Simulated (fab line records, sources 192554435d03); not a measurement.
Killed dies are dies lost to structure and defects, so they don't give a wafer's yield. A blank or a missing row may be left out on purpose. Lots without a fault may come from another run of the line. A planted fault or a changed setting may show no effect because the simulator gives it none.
Chamber matching | flow n5_finfet | N5_HKMG_FIN_ALD_21 on ald_metal-01: 4 sister chambers
The step deposits TiN, target thk 1.5 nm, pulse time 1 s, purge time 3 s. 4 wafers are shown with their chamber, then 9 later ones without.

WAFERS WITH THEIR CHAMBER
wafer  | chamber | heater_power_w (W)
L087.4 | 3       | 993
L093.1 | 0       | 895
L093.4 | 2       | 761
L093.6 | 1       | 976

WAFERS WITHOUT THEIR CHAMBER
wafer  | heater_power_w (W)
L095.1 | 906
L095.2 | 988
L095.3 | 742
L096.1 | 893
L096.3 | 966
L096.4 | 748
L097.1 | 765
L097.3 | 775
L097.6 | 769

WHICH CHAMBER EACH WENT THROUGH
wafer  | from the rows above     | in truth
L095.1 | 0                       | 0
L095.2 | can't be placed: 3 or 1 | 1
L095.3 | 2                       | 2
L096.1 | 0                       | 0
L096.3 | can't be placed: 1 or 3 | 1
L096.4 | 2                       | 2
L097.1 | 2                       | 2
L097.3 | 2                       | 2
L097.6 | 2                       | 2
Placed correctly: 7 of 9. Can't be placed from these rows: 2 (the true chamber is among the candidates in 2). Placed wrongly: 0.
How it was worked out, from the rows above alone: a wafer's distance from a chamber is the root of the sum, over the readings, of the square of ((its reading less the chamber's mean) divided by the reading's scatter). The wafer belongs to the nearest chamber; if the next one is less than 2 further off, it can't be placed. A chamber's mean is the mean of its shown wafers. The scatter: with one shown wafer a chamber, the root of the mean of the squares of how far each hidden wafer lies from its nearest shown one.
